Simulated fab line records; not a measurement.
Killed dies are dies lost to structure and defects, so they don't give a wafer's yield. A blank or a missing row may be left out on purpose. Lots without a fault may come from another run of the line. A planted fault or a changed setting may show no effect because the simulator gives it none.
8D (eight disciplines) problem report, filled in by code :: flow nand harc :: the parts of the form that need people (team, actions taken, sign-off) are left out

1. WHAT WENT WRONG
Mean of plate temp C at NHARC_A_M1_PEB_07: 99.45 C across 2 wafers in 2 lots; on wafers with no fault it is 99.99 C (standard deviation 0.12). Relative to the usual mean, that is a shift of -4.5 standard deviations.
The step: peb time 65 s.
The first sign was on wafer L238.5 at day 30 19:04, on litho track-06. At this step, 38 wafers from 14 lots have a number in the record. Rule for "out", or "out of limits": more than 4 standard deviations from the usual mean. The rest of the wafers with a number are treated as sound.

2. WHAT IT IS, AND WHAT IT ISN'T
question: which readings at this step
is: plate temp C
is not: exhaust pa

question: which lots
is: L238, L239
is not: L220, L221, L222, L223, L224, L225, L226, L227, L228, L240, L241, L243

question: which wafers of those lots
is: all that have a number
is not: -

question: read on which tools
is: litho track-06
is not: litho track-01, litho track-04

question: when
is: from day 30 19:04
is not: up to then (30 sound wafers); but 6 sound wafers of L241, L243 came after

3. THE SUSPECTS, EACH WITH WHAT RULES IT OUT
Counting: a tool at a process step up to the reading stays a suspect if it ran every lot that is out and no sound lot after the first of them.
- pvd sputter-01 at NHARC_A_M0_PVD_20 (deposits TaN, target thk 5 nm, time 8.06 s): ruled out as a lasting fault. Sound lots L241 ran on it after its first lot that is out, L238 (day 30 18:12). NHARC_A_M0_PVD_20: start missing for some lots; hours and lot order therefore follow NHARC_A_M0_DEP_32.
- litho track-06 at NHARC_A_M1_PEB_07 (peb time 65 s): kept. Every lot that is out went through it, starting with L238 (day 30 19:04), and after that it ran no sound lot; the last sound lot it ran before then is L228 (day 26 12:54). Out on those wafers are its own readings of plate temp C.
The count leaves litho track-06 at NHARC_A_M1_PEB_07.

4. THE CAUSE (what the simulator had put in)
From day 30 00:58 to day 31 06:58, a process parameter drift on litho track-06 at NHARC_A_M1_PEB_07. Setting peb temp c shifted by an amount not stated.
The count eliminated every tool but this one.

5. THE EFFECT CHAIN, in route order
One row per reading whose mean, taken over the struck wafers that have a number, lies over 3 standard deviations from the usual. Only readings for which the record gives a usual standard deviation are gone through. hours: the time from each lot's start at the first step in this table that gives one to its start at this step, as a median over the lots. sigmas: the change in usual standard deviations.
hours: 0
step: NHARC_A_M1_PEB_07
reading: plate temp C
usual: 99.99 C
on struck wafers: 99.45
change: -0.53
sigmas: -4.5
Here are the process steps it includes:
- NHARC_A_M1_PEB_07: peb time 65 s.
At these later measuring or inspecting steps, every struck wafer for which the step has a row has a number for every such reading, and none has moved that far: NHARC_END_SORT_01.

6. WHAT WOULD HAVE CAUGHT IT SOONER
18 hours passed between the start of the fault at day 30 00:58 and the first reading out of limits in this record, taken at day 30 19:04.
